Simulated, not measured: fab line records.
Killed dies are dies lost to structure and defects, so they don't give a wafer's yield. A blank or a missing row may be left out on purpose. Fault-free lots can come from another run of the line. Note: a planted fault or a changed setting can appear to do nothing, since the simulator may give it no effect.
fab line records -- flow nandHarc -- part 1 of 2: steps 1 to 27 of 39
record: lots: 5, wafers: 15, lastDay: 23
route steps=1159 shown A_M1@1058 A_BONDPAD@1059 HYBRID_BOND@1094
lots untouched by any fault: they come from a run of this same line in which no faults occurred
startH: the number of hours between the record's first day and the start of the first shown wafer of the lot -- waitH: hours since the lot's step before -- " repeats the value in the row above -- L1.1+2: a row that stands for several wafers -- - either no value or no given start -- * or withheld: withheld -- < > ~ a bound
route shown NAME@n: names a module that has steps shown in the file, with the first one's number in the route -- usual: average and standard deviation across the fault-free wafers -- same: alike in all rows -- chamber/n: place in a boat -- sites: per-site readings -- _std_site: standard deviation across them -- _edge_site: mean of outer sites minus mean of inner sites -- radiusMm: for every site, how far away it sits from the centre of the wafer -- mask NAME#n: copy n -- behind: the tool/chamber that last shaped the wafer -- hold: cause of the lot's hold/its duration in hours/its outcome -- device: which transistor (n, p or np) failed to switch -- end of line: the tests these same wafers got at the end of their route -- step lacking rows: just its recipe -- killed: dies lost to structure and defects at the first sort, not the wafer's yield -- map: a wafer's dies, marking killed ones x, the rest . and places with no die _
set.NAME: the run value of the setting; set.NAME@STEP: its run value at that earlier step -- model.NAME: the simulator's own value behind a step, which no gauge read
lots seen at some steps along the route; tables by step, rows by wafer
services: a tool's chamber out of use, with start hour (startH, from the record's first day; less than 0 if before it), hours out, and reason
== steps ==
step: NHARC_A_M1_DEP_33
recipe: targetThkA: 300, tempC: 370, targetThkNm: 30, pressureTorr: 3, flowSccm: 200, rfW: 450, material: SiCN
usual: heaterPowerW: 577/93
lot.wafer,tool,chamber,startH,waitH,heaterPowerW
L075.1,pecvd-02,2,412.41,0.1,623
L075.6,pecvd-02,1,412.41,0.1,702
L075.5,pecvd-02,2,412.41,0.1,633
L076.2,pecvd-02,0,413.23,0.1,378
L076.1,pecvd-02,1,413.23,0.1,719
L076.3,pecvd-02,2,413.23,0.1,671
L078.1,pecvd-02,2,424.73,0.1,644
L078.5,pecvd-02,0,424.73,0.1,460
L078.4,pecvd-02,2,424.73,0.1,635
L090.3,pecvd-02,1,504.31,0.1,729
L090.2,pecvd-02,0,504.31,0.1,406
L090.4,pecvd-02,2,504.31,0.1,651
L094.1,pecvd-01,0,521.01,0.1,471
L094.5,pecvd-01,1,521.01,0.1,590
L094.6,pecvd-01,2,521.01,0.1,628
step: NHARC_A_BONDPAD_DEP_00
recipe: targetThkA: 2500, tempC: 370, targetThkNm: 250, pressureTorr: 3, flowSccm: 200, rfW: 450, material: SiCN
usual: heaterPowerW: 571/59
lot.wafer,tool,chamber,startH,waitH,heaterPowerW
L075.1,pecvd-03,2,413.09,-,567
L075.5,pecvd-03,1,413.09,-,560
L075.6,pecvd-03,2,413.09,-,566
L076.2,pecvd-04,2,413.78,-,570
L076.1,pecvd-04,0,413.78,-,545
L076.3,pecvd-04,1,413.78,-,510
L078.1,pecvd-04,2,425.52,-,602
L078.5,pecvd-04,1,425.52,-,596
L078.4,pecvd-04,2,425.52,-,609
L090.2,pecvd-04,0,504.86,-,555
L090.3,pecvd-04,2,504.86,-,576
L090.4,pecvd-04,2,504.86,-,586
L094.1,pecvd-04,1,521.57,-,572
L094.5,pecvd-04,1,521.57,-,594
L094.6,pecvd-04,2,521.57,-,587
step: NHARC_A_BONDPAD_CMP_29
recipe: targetThkNm: 200, material: SiCN
usual: motorCurrentA: 12.2/0.79
lot.wafer,tool,chamber,startH,waitH,motorCurrentA
L075.1,cmp-01,2,413.46,-,11.9
L075.5,cmp-01,0,413.46,-,10.9
L075.6,cmp-01,1,413.46,-,11.9
L076.2,cmp-04,2,414.22,-,11.9
L076.3,cmp-04,3,414.22,-,11.4
L076.1,cmp-04,0,414.22,-,12.9
L078.1,cmp-03,1,425.88,-,12.9
L078.4,cmp-03,2,425.88,-,12.7
L078.5,cmp-03,1,425.88,-,12.9
L090.3,cmp-04,2,505.27,-,12.4
L090.4,cmp-04,3,505.27,-,11.7
L090.2,cmp-04,0,505.27,-,13.2
L094.1,cmp-04,2,522.05,-,12.3
L094.5,cmp-04,3,522.05,-,12.1
L094.6,cmp-04,0,522.05,-,12.6
step: NHARC_A_BONDPAD_THK_MEAS_30
recipe: thkMeasGauge: ellipsometry
usual: thkNm: 200.2/1.6
lot.wafer,tool,chamber,startH,waitH,thkNm
L075.1,filmMetro-02,-,413.67,0.2,200.2
L075.5,filmMetro-02,-,413.67,0.2,195.3
L075.6,filmMetro-02,-,413.67,0.2,199.2
L076.1,filmMetro-01,-,414.45,0.2,200.0
L076.2,filmMetro-01,-,414.45,0.2,201.5
L076.3,filmMetro-01,-,414.45,0.2,199.1
L078.1,filmMetro-01,-,426.13,0.2,200.7
L078.4,filmMetro-01,-,426.13,0.2,200.6
L078.5,filmMetro-01,-,426.13,0.2,202.0
L090.2,filmMetro-01,-,505.52,0.2,198.8
L090.3,filmMetro-01,-,505.52,0.2,198.6
L090.4,filmMetro-01,-,505.52,0.2,201.3
L094.1,filmMetro-02,-,522.23,0.2,201.4
L094.5,filmMetro-02,-,522.23,0.2,202.1
L094.6,filmMetro-02,-,522.23,0.2,196.7
step: NHARC_A_BONDPAD_SRD_31
lot.wafer,tool,chamber,startH,waitH
L075.6+5+1,wetBench-10,"2,3,4",413.72,0.0
L076.2+1+3,wetBench-08,"5,0,2",414.49,0.0
L078.5+1+4,wetBench-08,"5,6,0",426.19,0.1
L090.3+4+2,wetBench-10,"2,5,6",505.56,0.0
L094.1+5+6,wetBench-10,"2,3,6",522.28,0.0
step: NHARC_A_BONDPAD_DEHYDRATE_01
recipe: tempC: 150, timeS: 120
lot.wafer,tool,chamber,startH,waitH
L075.1+5+6,lithoTrack-02,0,413.79,0.1
L076.1+2+3,lithoTrack-02,0,414.57,0.1
L078.1+4+5,lithoTrack-05,0,426.26,0.1
L090.2+3+4,lithoTrack-02,0,505.64,0.1
L094.1+5+6,lithoTrack-05,0,522.37,0.1
step: NHARC_A_BONDPAD_HMDS_02
recipe: timeS: 30
lot.wafer,tool,chamber,startH,waitH
L075.1+5+6,lithoTrack-02,0,-,-
L076.1+2+3,lithoTrack-02,0,-,-
L078.1+4+5,lithoTrack-05,0,-,-
L090.2+3+4,lithoTrack-02,0,-,-
L094.1+5+6,lithoTrack-05,0,-,-
step: NHARC_A_BONDPAD_COAT_33
recipe: tempC: 200, timeS: 65
lot.wafer,tool,chamber,startH,waitH
L075.1+5+6,lithoTrack-02,0,-,-
L076.1+2+3,lithoTrack-02,0,-,-
L078.1+4+5,lithoTrack-05,0,-,-
L090.2+3+4,lithoTrack-02,0,-,-
L094.1+5+6,lithoTrack-05,0,-,-
step: NHARC_A_BONDPAD_COAT_03
recipe: spinRpm: 2000, resistThkNm: 600
lot.wafer,tool,chamber,startH,waitH
L075.1+5+6,lithoTrack-02,0,-,-
L076.1+2+3,lithoTrack-02,0,-,-
L078.1+4+5,lithoTrack-05,0,-,-
L090.2+3+4,lithoTrack-02,0,-,-
L094.1+5+6,lithoTrack-05,0,-,-
step: NHARC_A_BONDPAD_SOFTBAKE_04
recipe: tempC: 125, timeS: 70
lot.wafer,tool,chamber,startH,waitH
L075.1+5+6,lithoTrack-02,0,-,-
L076.1+2+3,lithoTrack-02,0,-,-
L078.1+4+5,lithoTrack-05,0,-,-
L090.2+3+4,lithoTrack-02,0,-,-
L094.1+5+6,lithoTrack-05,0,-,-
step: NHARC_A_BONDPAD_EBR_05
lot.wafer,tool,chamber,startH,waitH
L075.1+5+6,lithoTrack-02,0,-,-
L076.1+2+3,lithoTrack-02,0,-,-
L078.1+4+5,lithoTrack-05,0,-,-
L090.2+3+4,lithoTrack-02,0,-,-
L094.1+5+6,lithoTrack-05,0,-,-
step: NHARC_A_BONDPAD_EXPOSE_06
recipe: na: 0.55, doseMj: 36.99, maskId: A_BPAD
lot.wafer,tool,chamber,startH,waitH,mask
L075.1+5+6,krfScanner-02,0,413.96,-,A_BPAD#0
L076.1+2+3,krfScanner-04,0,414.74,-,A_BPAD#0
L078.1+4+5,krfScanner-01,0,426.55,-,A_BPAD#0
L090.2+3+4,krfScanner-04,0,505.82,-,A_BPAD#0
L094.1+5+6,krfScanner-01,0,522.53,-,A_BPAD#0
step: NHARC_A_BONDPAD_PEB_07
recipe: pebTempC: 128, pebTimeS: 80
lot.wafer,tool,chamber,startH,waitH
L075.1+5+6,lithoTrack-02,0,414.03,0.1
L076.1+2+3,lithoTrack-02,0,414.80,0.1
L078.1+4+5,lithoTrack-02,0,426.62,0.1
L090.2+3+4,lithoTrack-05,0,505.88,0.1
L094.1+5+6,lithoTrack-03,0,522.60,0.1
step: NHARC_A_BONDPAD_DEVELOP_08
recipe: timeS: 50, devTempC: 22
lot.wafer,tool,chamber,startH,waitH
L075.1+5+6,lithoTrack-02,0,-,-
L076.1+2+3,lithoTrack-02,0,-,-
L078.1+4+5,lithoTrack-02,0,-,-
L090.2+3+4,lithoTrack-05,0,-,-
L094.1+5+6,lithoTrack-03,0,-,-
step: NHARC_A_BONDPAD_CD_MEAS_09
recipe: targetCdNm: 500, landingEnergyEv: 500
usual: cdNm: 500.6/1.8
lot.wafer,tool,chamber,startH,waitH,cdNm
L075.1,cdSem-02,0,414.11,-,502.3
L075.5,cdSem-02,0,414.11,-,501.6
L075.6,cdSem-02,0,414.11,-,501.2
L076.1,cdSem-03,0,414.89,-,502.7
L076.2,cdSem-03,0,414.89,-,502.6
L076.3,cdSem-03,0,414.89,-,504.4
L078.1,cdSem-01,0,426.71,-,502.5
L078.4,cdSem-01,0,426.71,-,502.2
L078.5,cdSem-01,0,426.71,-,503.6
L090.2,cdSem-02,0,505.96,-,499.0
L090.3,cdSem-02,0,505.96,-,499.6
L090.4,cdSem-02,0,505.96,-,499.0
L094.1,cdSem-02,0,522.68,-,498.8
L094.5,cdSem-02,0,522.68,-,502.1
L094.6,cdSem-02,0,522.68,-,498.4
step: NHARC_A_BONDPAD_OVL_MEAS_35
usual: overlayXNm: 0/6, overlayYNm: -1/6.7
lot.wafer,tool,chamber,startH,waitH,overlayXNm,overlayYNm
L075.1,overlay-02,-,414.20,-,7,-5
L075.5,overlay-02,-,414.20,-,6,-5
L075.6,overlay-02,-,414.20,-,7,-5
L076.1,overlay-01,-,414.98,-,-5,-4
L076.2,overlay-01,-,414.98,-,-5,-4
L076.3,overlay-01,-,414.98,-,-5,-4
L078.1,overlay-02,-,426.79,-,14,-13
L078.4,overlay-02,-,426.79,-,15,-14
L078.5,overlay-02,-,426.79,-,15,-14
L090.2,overlay-02,-,506.05,-,-5,-2
L090.3,overlay-02,-,506.05,-,-4,-2
L090.4,overlay-02,-,506.05,-,-4,-2
L094.1,overlay-01,-,522.77,-,-7,-1
L094.5,overlay-01,-,522.77,-,-7,-1
L094.6,overlay-01,-,522.77,-,-7,-1
step: NHARC_A_BONDPAD_HARDBAKE_10
recipe: tempC: 118, timeS: 65
lot.wafer,tool,chamber,startH,waitH
L075.1+5+6,lithoTrack-02,0,414.25,0.0
L076.1+2+3,lithoTrack-03,0,415.02,0.0
L078.1+4+5,lithoTrack-05,0,426.84,0.0
L090.2+3+4,lithoTrack-05,0,506.10,0.0
L094.1+5+6,lithoTrack-03,0,522.82,0.0
step: NHARC_A_BONDPAD_DESCUM_11
recipe: timeS: 3, o2FlowSccm: 200, arFlowSccm: 0, biasPowerW: 0, chemistry: O2
usual: drypumpMotorCurrentA: 6.0/0.5, oesProductAu: 1.003/0.011, rfVppV: 57.7/0.81, showerheadPlenumPTorr: 1.88/0.091, throttleValvePct: 11.311/0.0086
lot.wafer,tool,chamber,startH,waitH,drypumpMotorCurrentA,oesProductAu,rfHoursCounterH,rfVppV,showerheadPlenumPTorr,throttleValvePct
L075.1,rieDiel-08,2,414.35,-,6.1,1.009,22,58.3,1.89,11.305
L075.6,rieDiel-08,3,414.35,-,5.2,0.985,-,57.6,1.81,11.314
L075.5,rieDiel-08,0,414.35,-,5.6,1.014,-,56.9,1.92,11.305
L076.1,rieDiel-08,3,415.10,-,5.2,0.983,22,58.6,1.81,11.320
L076.3,rieDiel-08,0,415.10,-,5.6,1.020,24,56.7,1.92,11.328
L076.2,rieDiel-08,2,415.10,-,6.1,1.001,22,57.5,1.89,11.313
L078.1,rieDiel-10,1,426.92,-,6.8,1.007,2,58.8,1.89,11.310
L078.4,rieDiel-10,2,426.92,-,5.4,1.007,3,58.4,1.80,11.321
L078.5,rieDiel-10,2,426.92,-,5.4,1.014,-,57.3,1.80,11.313
L090.3,rieDiel-10,0,506.18,-,5.9,1.013,5,57.0,1.80,11.312
L090.2,rieDiel-10,1,506.18,-,6.8,0.992,4,58.5,1.89,11.314
L090.4,rieDiel-10,2,506.18,-,5.4,0.999,5,55.6,1.80,11.317
L094.1,rieDiel-10,3,522.90,-,6.3,0.993,6,57.1,2.05,11.317
L094.5,rieDiel-10,2,522.90,-,5.4,0.999,-,58.3,1.80,11.310
L094.6,rieDiel-10,3,522.90,-,6.2,0.994,-,58.8,2.05,11.314
step: NHARC_A_BONDPAD_ETCH_34
recipe: targetDepthA: 600, overetchA: 180, timeS: 65.91, ionEnergyEv: 200, n2FlowSccm: 150, h2FlowSccm: 150, arFlowSccm: 0, rfW: 400, biasW: 150, chemistry: N2/H2
usual: drypumpMotorCurrentA: 6.0/0.5, oesProductAu: 1.004/0.01, rfVppV: 429.4/2.8, showerheadPlenumPTorr: 2.00/0.1, throttleValvePct: 14.171/0.0088
lot.wafer,tool,chamber,startH,waitH,drypumpMotorCurrentA,oesProductAu,rfHoursCounterH,rfVppV,showerheadPlenumPTorr,throttleValvePct
L075.1,rieDiel-08,3,414.54,0.2,5.2,0.995,21,427.1,1.92,14.182
L075.5,rieDiel-08,2,414.54,0.2,6.0,1.007,-,429.7,2.02,14.181
L075.6,rieDiel-08,3,414.54,0.2,5.2,0.996,-,427.4,1.92,14.157
L076.3,rieDiel-08,3,415.19,0.1,5.2,0.983,22,426.7,1.92,14.167
L076.1,rieDiel-08,0,415.19,0.1,5.6,1.020,24,430.0,2.05,14.165
L076.2,rieDiel-08,2,415.19,0.1,6.0,1.007,22,428.9,2.02,14.183
L078.4,rieDiel-10,0,427.01,0.1,5.9,1.013,2,425.3,1.92,14.159
L078.1,rieDiel-10,2,427.01,0.1,5.5,1.009,3,426.2,1.91,14.163
L078.5,rieDiel-10,0,427.01,0.1,5.9,1.018,-,429.2,1.92,14.159
L090.4,rieDiel-10,2,506.26,0.1,5.4,1.018,5,427.3,1.91,14.176
L090.3,rieDiel-10,0,506.26,0.1,5.9,1.013,5,426.2,1.92,14.163
L090.2,rieDiel-10,1,506.26,0.1,6.8,1.002,4,429.1,2.01,14.172
L094.1,rieDiel-10,3,522.98,0.1,6.2,0.997,6,433.8,2.19,14.181
L094.5,rieDiel-10,3,522.98,0.1,6.2,0.983,-,433.1,2.19,14.167
L094.6,rieDiel-10,0,522.98,0.1,5.9,1.011,-,427.5,1.92,14.183
step: NHARC_A_BONDPAD_ETCH_12
recipe: targetDepthA: 2200, timeS: 110, chf3FlowSccm: 50, o2FlowSccm: 10, arFlowSccm: 200, rfW: 500, biasW: 200, chemistry: CHF3/O2
usual: drypumpMotorCurrentA: 6.0/0.49, oesProductAu: 0.950/0.024, rfVppV: 369.7/2.5, showerheadPlenumPTorr: 2.36/0.11, throttleValvePct: 20.572/0.0098
lot.wafer,tool,chamber,startH,waitH,drypumpMotorCurrentA,oesProductAu,rfHoursCounterH,rfVppV,showerheadPlenumPTorr,throttleValvePct
L075.1,rieDiel-08,0,-,-,5.6,0.951,23,370.7,2.41,20.588
L075.6,rieDiel-08,0,-,-,5.6,0.944,-,370.5,2.41,20.570
L075.5,rieDiel-08,1,-,-,6.5,0.936,-,369.5,2.32,20.591
L076.2,rieDiel-08,1,-,-,6.6,0.924,24,369.5,2.32,20.574
L076.3,rieDiel-08,2,-,-,6.1,0.923,22,369.5,2.38,20.582
L076.1,rieDiel-08,3,-,-,5.2,0.911,22,369.9,2.27,20.583
L078.4,rieDiel-10,1,-,-,6.7,0.965,2,370.4,2.37,20.565
L078.1,rieDiel-10,3,-,-,6.3,0.965,3,373.0,2.57,20.561
L078.5,rieDiel-10,1,-,-,6.8,0.955,-,370.7,2.37,20.573
L090.2,rieDiel-10,1,-,-,6.8,0.967,4,371.0,2.37,20.589
L090.4,rieDiel-10,3,-,-,6.2,0.945,5,374.0,2.57,20.572
L090.3,rieDiel-10,0,-,-,5.9,0.969,5,366.5,2.27,20.576
L094.1,rieDiel-10,0,-,-,5.9,0.937,6,367.0,2.27,20.562
L094.5,rieDiel-10,2,-,-,5.4,0.922,-,366.4,2.26,20.578
L094.6,rieDiel-10,3,-,-,6.2,0.917,-,373.8,2.57,20.582
step: NHARC_A_BONDPAD_CD_MEAS_13
usual: cdNm: 500.3/2
lot.wafer,tool,chamber,startH,waitH,cdNm
L075.1,cdSem-03,-,414.77,-,501.0
L075.5,cdSem-03,-,414.77,-,500.2
L075.6,cdSem-03,-,414.77,-,498.6
L076.1,cdSem-01,-,415.43,-,502.2
L076.2,cdSem-01,-,415.43,-,503.4
L076.3,cdSem-01,-,415.43,-,503.2
L078.1,cdSem-03,-,427.23,-,502.7
L078.4,cdSem-03,-,427.23,-,501.3
L078.5,cdSem-03,-,427.23,-,504.8
L090.2,cdSem-02,-,506.50,-,500.3
L090.3,cdSem-02,-,506.50,-,498.8
L090.4,cdSem-02,-,506.50,-,498.5
L094.1,cdSem-03,-,523.21,-,497.9
L094.5,cdSem-03,-,523.21,-,501.9
L094.6,cdSem-03,-,523.21,-,498.7
step: NHARC_A_BONDPAD_STRIP_15
recipe: o2FlowSccm: 500, arFlowSccm: 0, biasW: 0, chemistry: O2
usual: drypumpMotorCurrentA: 6.0/0.51, oesProductAu: 1.004/0.011, rfVppV: 57.7/0.94, showerheadPlenumPTorr: 3.48/0.16, throttleValvePct: 17.036/0.0094
lot.wafer,tool,chamber,startH,waitH,drypumpMotorCurrentA,oesProductAu,rfHoursCounterH,rfVppV,showerheadPlenumPTorr,throttleValvePct
L075.1,rieDiel-08,3,414.87,0.1,5.2,0.992,21,58.8,3.35,17.038
L075.6,rieDiel-08,1,414.87,0.1,6.5,1.001,-,56.9,3.41,17.036
L075.5,rieDiel-08,2,414.87,0.1,6.1,1.005,-,56.3,3.49,17.041
L076.3,rieDiel-08,0,415.50,0.1,5.6,1.014,24,57.6,3.54,17.024
L076.2,rieDiel-08,1,415.50,0.1,6.6,1.001,24,57.0,3.41,17.049
L076.1,rieDiel-08,2,415.50,0.1,6.1,1.002,22,57.6,3.49,17.033
L078.1,rieDiel-10,0,427.34,0.1,5.9,1.020,3,57.0,3.34,17.047
L078.4,rieDiel-10,1,427.34,0.1,6.8,0.998,2,58.4,3.48,17.047
L078.5,rieDiel-10,2,427.34,0.1,5.4,1.011,-,56.6,3.33,17.021
L090.2,rieDiel-10,0,506.57,0.1,5.9,1.009,5,57.3,3.34,17.038
L090.4,rieDiel-10,2,506.57,0.1,5.5,1.008,6,58.0,3.33,17.039
L090.3,rieDiel-10,3,506.57,0.1,6.2,0.989,5,57.4,3.77,17.044
L094.1,rieDiel-10,2,523.33,0.1,5.4,0.992,6,56.8,3.33,17.030
L094.6,rieDiel-10,3,523.33,0.1,6.3,0.993,-,59.7,3.76,17.028
L094.5,rieDiel-10,0,523.33,0.1,5.9,1.024,-,58.5,3.34,17.042
step: NHARC_A_BONDPAD_ETCH_24
recipe: targetDepthA: 300, overEtchFrac: 0.3, timeS: 72.99, ionEnergyEv: 150, cf4FlowSccm: 50, n2FlowSccm: 100, arFlowSccm: 150, rfW: 300, biasW: 100, chemistry: CF4/N2
usual: drypumpMotorCurrentA: 6.0/0.53, oesProductAu: 1.003/0.011, rfVppV: 313.3/2.2, showerheadPlenumPTorr: 2.58/0.11, throttleValvePct: 19.795/0.0083
lot.wafer,tool,chamber,startH,waitH,drypumpMotorCurrentA,oesProductAu,rfHoursCounterH,rfVppV,showerheadPlenumPTorr,throttleValvePct
L075.1,rieDiel-08,0,-,-,5.6,1.021,24,312.9,2.63,19.799
L075.5,rieDiel-08,1,-,-,6.6,1.003,-,312.9,2.54,19.810
L075.6,rieDiel-08,2,-,-,6.1,1.000,-,313.5,2.60,19.780
L076.3,rieDiel-08,3,-,-,5.2,0.991,22,311.5,2.49,19.800
L076.2,rieDiel-08,0,-,-,5.6,1.019,24,314.8,2.63,19.794
L076.1,rieDiel-08,2,-,-,6.1,1.009,22,312.1,2.60,19.801
L078.4,rieDiel-10,3,-,-,6.2,1.008,3,316.8,2.81,19.793
L078.1,rieDiel-10,2,-,-,5.4,1.015,3,311.6,2.47,19.805
L078.5,rieDiel-10,3,-,-,6.2,0.990,-,317.4,2.81,19.795
L090.4,rieDiel-10,3,-,-,6.3,0.989,5,317.9,2.81,19.789
L090.2,rieDiel-10,0,-,-,5.9,1.012,5,310.7,2.48,19.804
L090.3,rieDiel-10,1,-,-,6.8,0.988,4,314.3,2.59,19.793
L094.1,rieDiel-10,3,-,-,6.3,0.980,6,316.2,2.80,19.796
L094.6,rieDiel-10,1,-,-,6.7,1.005,-,313.7,2.59,19.810
L094.5,rieDiel-10,2,-,-,5.4,0.994,-,311.8,2.47,19.787
step: NHARC_A_BONDPAD_STRIP_16
recipe: timeS: 600, tempC: 30, chemistry: postEtchResidueRemover
lot.wafer,tool,chamber,startH,waitH
L075.5+6+1,wetBench-10,"1,2,3",415.13,-
L076.3+1+2,wetBench-08,"4,5,7",415.81,-
L078.1+5+4,wetBench-08,"6,7,1",427.59,-
L090.4+3+2,wetBench-10,"4,6,0",506.85,-
L094.1+6+5,wetBench-10,"5,7,2",523.56,-
step: NHARC_A_BONDPAD_DEGAS_25
recipe: tempC: 300, timeS: 60
usual: heaterPowerW: 448/48
lot.wafer,tool,chamber,startH,waitH,heaterPowerW
L075.1,pvdSputter-02,-,415.40,-,405
L075.6,pvdSputter-02,-,415.40,-,470
L075.5,pvdSputter-02,-,415.40,-,446
L076.3,pvdSputter-02,-,416.08,-,494
L076.2,pvdSputter-02,-,416.08,-,460
L076.1,pvdSputter-02,-,416.08,-,427
L078.1,pvdSputter-03,-,427.87,-,462
L078.4,pvdSputter-03,-,427.87,-,321
L078.5,pvdSputter-03,-,427.87,-,381
L090.3,pvdSputter-02,-,507.12,-,455
L090.2,pvdSputter-02,-,507.12,-,485
L090.4,pvdSputter-02,-,507.12,-,463
L094.1,pvdSputter-03,-,523.84,-,404
L094.6,pvdSputter-03,-,523.84,-,363
L094.5,pvdSputter-03,-,523.84,-,407
step: NHARC_A_BONDPAD_PRE_CLEAN_26
recipe: timeS: 30, tempC: 280, gas: H2/He
usual: heaterPowerW: 397/40
lot.wafer,tool,chamber,startH,waitH,heaterPowerW
L075.1,pvdSputter-02,-,-,-,383
L075.6,pvdSputter-02,-,-,-,372
L075.5,pvdSputter-02,-,-,-,435
L076.2,pvdSputter-02,-,-,-,411
L076.1,pvdSputter-02,-,-,-,395
L076.3,pvdSputter-02,-,-,-,372
L078.4,pvdSputter-03,-,-,-,409
L078.1,pvdSputter-03,-,-,-,339
L078.5,pvdSputter-03,-,-,-,416
L090.4,pvdSputter-02,-,-,-,374
L090.3,pvdSputter-02,-,-,-,437
L090.2,pvdSputter-02,-,-,-,393
L094.1,pvdSputter-03,-,-,-,318
L094.5,pvdSputter-03,-,-,-,393
L094.6,pvdSputter-03,-,-,-,431
step: NHARC_A_BONDPAD_PVD_17
recipe: targetThkA: 50, biasV: 168.6, powerW: 15000, chamberPressurePa: 0.12, timeS: 8.06, substrateTempC: 50, material: TaN
usual: cathodeDcPowerW: 15000/2.5, throttleValvePct: 30.3/1.2
lot.wafer,tool,chamber,startH,waitH,cathodeDcPowerW,throttleValvePct
L075.1,pvdSputter-02,-,-,-,15003,30.5
L075.5,pvdSputter-02,-,-,-,14998,30.6
L075.6,pvdSputter-02,-,-,-,15001,28.3
L076.3,pvdSputter-02,-,-,-,14991,28.0
L076.2,pvdSputter-02,-,-,-,15001,29.4
L076.1,pvdSputter-02,-,-,-,14999,30.8
L078.4,pvdSputter-03,-,-,-,14994,31.9
L078.1,pvdSputter-03,-,-,-,15002,30.5
L078.5,pvdSputter-03,-,-,-,14994,32.0
L090.2,pvdSputter-02,-,-,-,15002,28.0
L090.4,pvdSputter-02,-,-,-,15003,29.6
L090.3,pvdSputter-02,-,-,-,15000,30.8
L094.1,pvdSputter-03,-,-,-,14998,30.8
L094.6,pvdSputter-03,-,-,-,14998,30.6
L094.5,pvdSputter-03,-,-,-,15001,31.9
